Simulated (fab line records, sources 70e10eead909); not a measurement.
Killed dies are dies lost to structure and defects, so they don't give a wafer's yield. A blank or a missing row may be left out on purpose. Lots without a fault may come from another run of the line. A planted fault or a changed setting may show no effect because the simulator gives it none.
fab line records | flow nand_harc
record lots=7 wafers=21 last_day=32
route steps=1302 shown P_M1@297 END@1302
lots that met no fault: from a run of the same line without faults
start_h: hours from the record's first day to the start of the lot's first wafer shown | wait_h: hours since the lot's step before | " the same as in the row above | L1.1+2: a row that stands for several wafers | - no value, or no start given | * or withheld: withheld | < > ~ a bound
route shown NAME@n: a module of which the file shows steps, and the number in the route of the first | usual: mean/standard deviation of fault-free wafers | same: alike in all rows | chamber/n: place in a boat | sites: the reading at each site | _std_site: their standard deviation | _edge_site: outer sites' mean less inner sites' | radius_mm: how far each site lies from the wafer's centre | mask NAME#n: copy n | behind: the tool/chamber that last shaped the wafer | hold: why the lot was held/for how many hours/how that ended | device: the transistor (n, p or np) that didn't switch | end of line: the same wafers' tests at the end of the route | a step without rows: its recipe alone | killed: dies lost to structure and defects at the first sort, not the wafer's yield | map: a wafer's dies, x killed, . not, _ none there
set.NAME: the setting as run; set.NAME@STEP: as run at that earlier step | model.NAME: the simulator's own value behind a step, which no gauge read
lots at some steps of the route; a table a step, a row a wafer
services: from which hour (start_h, from the record's first day; less than 0 if before it) a tool's chamber was out of use, for how many hours, and why
## steps
# step NHARC_P_M1_INSPECT_11
# usual raw_defect_count=4.3/2.4
# columns lot.wafer tool chamber start_h wait_h raw_defect_count
L633.2 defect_inspect-01 - 135.04 0.0 4
L633.3 " - " " 9
L633.4 " - " " 5
L641.2 defect_inspect-01 - 205.95 0.0 3
L641.4 " - " " 3
L641.5 " - " " 4
L646.1 defect_inspect-01 - 253.70 0.0 6
L646.2 " - " " 5
L646.6 " - " " 11
L650.1 defect_inspect-01 - 296.01 0.0 2
L650.5 " - " " 5
L650.6 " - " " 3
L651.2 defect_inspect-02 - 307.40 0.0 5
L651.4 " - " " 8
L651.5 " - " " 3
L653.3 defect_inspect-02 - 330.32 0.0 4
L653.5 " - " " 5
L653.6 " - " " 4
L654.2 defect_inspect-01 - 331.23 0.0 4
L654.5 " - " " 1
L654.6 " - " " 2
# step NHARC_P_M1_DESCUM_14
# recipe time_s=3 o2_flow_sccm=200 ar_flow_sccm=0 bias_power_w=0 chemistry=O2
# step NHARC_P_M1_ETCH_35
# recipe target_depth_a=400 overetch_a=120 time_s=43.94 ion_energy_ev=200 n2_flow_sccm=150 h2_flow_sccm=150 ar_flow_sccm=0 rf_w=400 bias_w=150 chemistry=N2/H2
# step NHARC_P_M1_ETCH_15
# recipe target_depth_a=1825 time_s=91.2 c4f8_flow_sccm=withheld ar_flow_sccm=400 rf_w=600 bias_w=300 chemistry=C4F8/Ar
# usual oes_product_au=0.957/0.02 rf_vpp_V=440.3/2.8
# columns lot.wafer tool chamber start_h wait_h oes_product_au rf_hours_counter_h rf_vpp_V
L633.2 rie_diel-09 1 - - 0.962 13 438.3
L633.3 " 2 " " 0.975 13 444.2
L633.4 " 3 " " 0.964 13 436.5
L641.2 rie_diel-09 3 - - 0.958 5 436.0
L641.4 " 2 " " 0.955 5 444.1
L641.5 " 0 " " 0.958 - 440.6
L646.1 rie_diel-09 3 - - 0.931 10 438.3
L646.2 " 0 " " 0.907 10 440.2
L646.6 " 3 " " 0.925 - 435.5
L650.1 rie_diel-03 0 - - 0.961 0 439.4
L650.6 " 3 " " 0.964 - 438.3
L650.5 " 0 " " 0.955 - 441.0
L651.2 rie_diel-03 2 - - 0.969 1 441.4
L651.4 " 3 " " 0.989 1 439.4
L651.5 " 1 " " 0.967 - 436.1
L653.3 rie_diel-09 0 - - 0.970 0 441.8
L653.5 " 0 " " 0.973 - 441.6
L653.6 " 1 " " 0.955 - 437.4
L654.2 rie_diel-09 1 - - 0.965 0 437.7
L654.6 " 0 " " 0.971 - 440.7
L654.5 " 1 " " 0.961 - 438.4
# step NHARC_P_M1_CD_MEAS_16
# usual cd_nm=130.4/0.73
# columns lot.wafer tool chamber start_h wait_h cd_nm
L633.2 cd_sem-01 - 135.41 - 129.7
L633.3 " - " " 130.4
L633.4 " - " " 130.1
L641.2 cd_sem-02 - 206.32 - 130.3
L641.4 " - " " 130.7
L641.5 " - " " 130.6
L646.1 cd_sem-03 - 254.07 - 130.9
L646.2 " - " " 131.8
L646.6 " - " " 130.3
L650.1 cd_sem-03 - 296.37 - 130.8
L650.5 " - " " 130.7
L650.6 " - " " 129.9
L651.2 cd_sem-03 - 307.77 - 130.8
L651.4 " - " " 130.4
L651.5 " - " " 130.3
L653.3 cd_sem-03 - 330.69 - 131.1
L653.5 " - " " 129.9
L653.6 " - " " 130.3
L654.2 cd_sem-01 - 331.59 - 131.1
L654.5 " - " " 131.0
L654.6 " - " " 129.7
# step NHARC_P_M1_STRIP_18
# recipe power_w=1000 n2_flow_sccm=150 h2_flow_sccm=150 ar_flow_sccm=0 bias_w=0 chemistry=N2/H2
# step NHARC_P_M1_ETCH_28
# recipe target_depth_a=300 over_etch_frac=0.3 time_s=72.99 ion_energy_ev=150 cf4_flow_sccm=50 n2_flow_sccm=100 ar_flow_sccm=150 rf_w=300 bias_w=100 chemistry=CF4/N2
# step NHARC_P_M1_STRIP_19
# recipe time_s=600 temp_c=30 chemistry=post_etch_residue_remover
# step NHARC_P_M1_DEGAS_29
# recipe temp_c=250 time_s=60
# usual heater_power_w=333/29
# columns lot.wafer tool chamber start_h wait_h heater_power_w
L633.3 pvd_sputter-01 - 136.12 - 291
L633.4 " - " " 356
L633.2 " - " " 314
L641.2 pvd_sputter-02 - 207.03 - 287
L641.4 " - " " 340
L641.5 " - " " 366
L646.2 pvd_sputter-02 - 254.79 - 358
L646.1 " - " " 354
L646.6 " - " " 318
L650.1 pvd_sputter-02 - 297.10 - 352
L650.6 " - " " 312
L650.5 " - " " 336
L651.4 pvd_sputter-03 - 308.49 - 365
L651.2 " - " " 374
L651.5 " - " " 301
L653.3 pvd_sputter-02 - 331.42 - 352
L653.6 " - " " 299
L653.5 " - " " 313
L654.2 pvd_sputter-01 - 332.31 - 359
L654.5 " - " " 359
L654.6 " - " " 345
# step NHARC_P_M1_PRE_CLEAN_30
# recipe time_s=30 temp_c=280 gas=H2/He
# step NHARC_P_M1_PVD_20
# recipe target_thk_a=50 bias_v=168.6 power_w=15000 chamber_pressure_pa=0.12 time_s=8.06 substrate_temp_c=50 material=TaN
# usual bias_v=168.6/1.6 throttle_valve_pct=30.1/0.64
# columns lot.wafer tool chamber start_h wait_h bias_v throttle_valve_pct
L633.2 pvd_sputter-01 - - - 169.1 29.7
L633.4 " - " " 169.2 31.2
L633.3 " - " " 169.4 29.4
L641.4 pvd_sputter-02 - - - 169.8 30.0
L641.2 " - " " 170.9 30.4
L641.5 " - " " 170.0 30.1
L646.1 pvd_sputter-02 - - - 168.2 30.2
L646.2 " - " " 167.8 30.1
L646.6 " - " " 169.1 30.1
L650.1 pvd_sputter-02 - - - 170.2 30.6
L650.6 " - " " 167.1 29.3
L650.5 " - " " 170.6 30.6
L651.4 pvd_sputter-03 - - - 169.4 30.0
L651.2 " - " " 167.0 31.0
L651.5 " - " " 164.5 31.6
L653.3 pvd_sputter-02 - - - 169.6 30.5
L653.6 " - " " 166.6 30.6
L653.5 " - " " 169.5 30.4
L654.2 pvd_sputter-01 - - - 169.2 29.1
L654.5 " - " " 170.9 30.4
L654.6 " - " " 168.8 29.8
# step NHARC_P_M1_PVD_21
# recipe target_thk_a=300 chamber_pressure_pa=5 power_w=5000 substrate_temp_c=30 time_s=20.49 material=Cu
# usual throttle_valve_pct=30.1/0.64
# columns lot.wafer tool chamber start_h wait_h throttle_valve_pct
L633.2 pvd_sputter-01 - - - 29.3
L633.3 " - " " 29.8
L633.4 " - " " 30.9
L641.2 pvd_sputter-02 - - - 30.0
L641.4 " - " " 29.9
L641.5 " - " " 30.1
L646.2 pvd_sputter-02 - - - 30.0
L646.1 " - " " 30.0
L646.6 " - " " 30.1
L650.1 pvd_sputter-02 - - - 29.6
L650.5 " - " " 30.5
L650.6 " - " " 30.2
L651.2 pvd_sputter-03 - - - 30.0
L651.4 " - " " 30.7
L651.5 " - " " 28.9
L653.3 pvd_sputter-02 - - - 29.9
L653.5 " - " " 30.6
L653.6 " - " " 30.0
L654.2 pvd_sputter-01 - - - 30.0
L654.5 " - " " 30.4
L654.6 " - " " 30.0
# step NHARC_P_M1_ECD_22
# recipe target_thk_a=4000 bath_temp_c=25 material=Cu
# columns lot.wafer tool chamber start_h wait_h
L633.2+3+4 ecd_cu-01 1,1,0 136.51 -
L641.2+4+5 ecd_cu-01 0 207.38 -
L646.1+2+6 ecd_cu-02 0,1,1 255.14 -
L650.1+6+5 ecd_cu-01 1,0,1 297.50 -
L651.2+4+5 ecd_cu-02 1,1,0 308.86 -
L653.3+5+6 ecd_cu-02 1,1,0 331.86 -
L654.2+5+6 ecd_cu-02 1,1,0 332.68 -
# step NHARC_P_M1_ANNEAL_31
# recipe temp_c=225 time_s=90
# usual wafer_temp_C_max=226.0/0.39
# columns lot.wafer tool chamber start_h wait_h wafer_temp_C_max
L633.2 rtp_anneal-01 0 136.94 0.4 226.0
L633.3 " 0 " " 226.0
L633.4 " 0 " " 225.8
L641.2 rtp_anneal-01 0 207.81 - 226.2
L641.4 " 0 " " 226.3
L641.5 " 0 " " 226.1
L646.1 rtp_anneal-02 0 255.52 0.3 225.7
L646.2 " 0 " " 225.6
L646.6 " 0 " " 225.4
L650.1 rtp_anneal-01 0 297.83 - 226.7
L650.5 " 0 " " 226.3
L650.6 " 0 " " 226.5
L651.2 rtp_anneal-01 0 309.36 0.5 226.4
L651.4 " 0 " " 226.2
L651.5 " 0 " " 226.3
L653.3 rtp_anneal-02 0 332.24 - 225.4
L653.5 " 0 " " 225.7
L653.6 " 0 " " 225.4
L654.2 rtp_anneal-02 0 333.12 0.4 225.5
L654.5 " 0 " " 225.4
L654.6 " 0 " " 225.4
# step NHARC_P_M1_CMP_23
# recipe t_overpolish_s=20 target_thk_nm=157.82
# usual motor_current_A=11.9/1.1 retaining_ring_pressure_frac=1.000/0.0043 time_to_endpoint_s=28.8/2.9
# columns lot.wafer tool chamber start_h wait_h motor_current_A retaining_ring_pressure_frac time_to_endpoint_s
L633.3 cmp-03 1 137.24 - 10.7 1.003 22.1
L633.2 " 2 " " 13.1 1.000 26.6
L633.4 " 3 " " 9.1 0.999 29.6
L641.4 cmp-03 3 208.11 - 9.4 1.000 34.3
L641.2 " 2 " " 12.3 0.993 34.1
L641.5 " 0 " " 13.0 1.000 32.5
L646.2 cmp-04 2 255.86 - 11.5 0.991 32.8
L646.1 " 1 " " 12.4 1.000 27.6
L646.6 " 2 " " 11.5 0.997 31.9
L650.1 cmp-04 2 298.17 - 11.2 1.001 31.9
L650.6 " 2 " " 11.8 1.005 30.3
L650.5 " 3 " " 12.3 0.997 26.7
L651.4 cmp-02 0 309.69 - 10.6 1.001 17.6
L651.2 " 1 " " 13.9 0.999 16.9
L651.5 " 3 " " 13.0 1.004 21.4
L653.3 cmp-04 1 332.56 - 12.8 1.007 13.9
L653.5 " 2 " " 11.7 0.997 19.0
L653.6 " 3 " " 12.1 1.003 15.1
L654.2 cmp-03 2 333.41 - 12.1 0.998 16.6
L654.5 " 2 " " 13.0 1.004 16.8
L654.6 " 3 " " 9.5 1.001 17.0
# step NHARC_P_M1_THK_MEAS_24
# recipe thk_meas_gauge=xrf
# usual thk_nm=158.0/1.6
# columns lot.wafer tool chamber start_h wait_h thk_nm
L633.2 film_metro-02 - 137.55 - 159.4
L633.3 " - " " 156.5
L633.4 " - " " 155.6
L641.2 film_metro-02 - 208.42 - 158.8
L641.4 " - " " 159.0
L641.5 " - " " 158.2
L646.1 film_metro-02 - 256.18 - 155.9
L646.2 " - " " 157.1
L646.6 " - " " 158.7
L650.1 film_metro-01 - 298.49 - 159.8
L650.5 " - " " 157.9
L650.6 " - " " 158.6
L651.2 film_metro-02 - 309.98 - 158.0
L651.4 " - " " 158.3
L651.5 " - " " 159.8
L653.3 film_metro-02 - 332.79 - 157.7
L653.5 " - " " 158.1
L653.6 " - " " 158.5
L654.2 film_metro-01 - 333.72 - 156.7
L654.5 " - " " 158.2
L654.6 " - " " 159.9
# step NHARC_END_SORT_01
# recipe temp_c=25
# usual defect_limited_yield=90.7/2.9 killed_at_array=58/20 killed_at_other=1.0/1.2 killed_at_periphery=4.1/3 killed_dies=63/20 killed_open=3.2/1.7 killed_short=2.5/1.5
# same gross_dies=677
# columns lot.wafer tool chamber start_h wait_h defect_limited_yield[%] killed_at_array killed_at_other killed_at_periphery killed_dies killed_open killed_short
L651.4 prober-02 0 737.48 3.4 89.2 65 0 8 73 5 3
L651.5 prober-02 0 738.29 3.7 92.5 49 1 1 51 2 2
L654.2 prober-01 0 769.32 2.9 91.7 52 0 4 56 0 2
L654.5 prober-01 0 771.75 3.8 89.7 65 2 3 70 5 3
L654.6 prober-01 0 772.57 4.1 90.8 60 1 1 62 1 2
# killed by level:class
L651.4 A_SLIT:chamber_film_flake=32 A_CHANNEL_HOLE_D1:chamber_film_flake=18 A_CONTACT:chamber_film_flake=4 P_GATE:chamber_film_flake=3 A_WL_FILL:chamber_film_flake=3 A_CHANNEL_FILL_D2:geometric_particle:open=2 P_STI:geometric_particle:open=1 P_GATE:geometric_particle:open=1
L651.5 A_SLIT:chamber_film_flake=35 A_CHANNEL_HOLE_D1:chamber_film_flake=5 A_CONTACT:chamber_film_flake=3 P_M0:geometric_particle:short=1 A_ONON_D1:geometric_particle:open=1 A_CHANNEL_HOLE_D1:geometric_particle:short=1 A_DECK1_JOINT:geometric_particle:open=1 A_DECK1_JOINT:chamber_film_flake=1
L654.2 A_SLIT:chamber_film_flake=31 A_CHANNEL_HOLE_D1:chamber_film_flake=16 P_STI:chamber_film_flake=2 P_M1:chamber_film_flake=2 A_CHANNEL_FILL_D2:geometric_particle:short=1 A_BLC:geometric_particle:short=1 A_CHANNEL_FILL_D1:chamber_film_flake=1 A_CHANNEL_HOLE_D2:chamber_film_flake=1
L654.5 A_SLIT:chamber_film_flake=36 A_CHANNEL_HOLE_D1:chamber_film_flake=17 A_STAIRCASE:chamber_film_flake=2 THIN_TSV:chamber_film_flake=2 P_GATE:geometric_particle:open=1 A_SOURCE_PLATE:geometric_particle:open=1 A_ONON_D1:geometric_particle:open=1 A_CHANNEL_FILL_D1:geometric_particle:open=1
L654.6 A_SLIT:chamber_film_flake=33 A_CHANNEL_HOLE_D1:chamber_film_flake=19 A_CONTACT:chamber_film_flake=2 A_CHANNEL_FILL_D1:geometric_particle:open=1 A_CHANNEL_HOLE_D2:geometric_particle:short=1 A_STAIRCASE:geometric_particle:short=1 P_M1:chamber_film_flake=1 A_CHANNEL_HOLE_D2:chamber_film_flake=1
## services
# columns tool chamber start_h hours kind
cmp-03 - 121.71 1.8 repair
ecd_cu-01 - 129.99 4.2 repair
rie_diel-03 3 136.12 1.7 repair
rie_diel-09 - 143.10 9.0 pm
ecd_cu-01 - 160.00 8.0 pm
pvd_sputter-03 - 160.26 17.6 repair
cmp-03 - 162.00 4.0 pm
cmp-03 - 196.80 2.9 repair
cmp-04 - 209.02 4.0 pm
ecd_cu-01 - 209.85 3.1 repair
rie_diel-09 2 218.79 4.5 repair
pvd_sputter-01 - 226.00 10.0 pm
cmp-04 - 229.64 0.9 repair
pvd_sputter-02 - 235.94 1.2 repair
rie_diel-09 0 239.80 1.7 repair
ecd_cu-02 - 244.00 8.0 pm
cmp-03 - 260.00 4.0 pm
cmp-03 - 267.05 1.5 repair
pvd_sputter-02 - 282.00 10.0 pm
pvd_sputter-01 - 293.84 4.3 repair
ecd_cu-02 - 294.22 3.4 repair
pvd_sputter-01 - 301.41 1.6 repair
cmp-04 - 307.02 4.0 pm
rie_diel-09 - 320.10 9.0 pm
## key
first_sign step=NHARC_P_M1_CMP_23 reading=time_to_endpoint_s direction=down sigmas=4.1 usual=* struck=*
effect none on later readings
met_at NHARC_P_M1_ECD_22
struck_wafers L651.2,L651.4,L651.5,L653.3,L653.5,L653.6,L654.2,L654.5,L654.6
onset_between 255.14 308.86
also_fits time
fault kind=process_parameter_drift tool=ecd_cu-02 chamber=- onset_h=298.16 steps=NHARC_P_M1_ECD_22 channel=target_thk_a offset=* shape=step end_h=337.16 acts_in=* stated=*
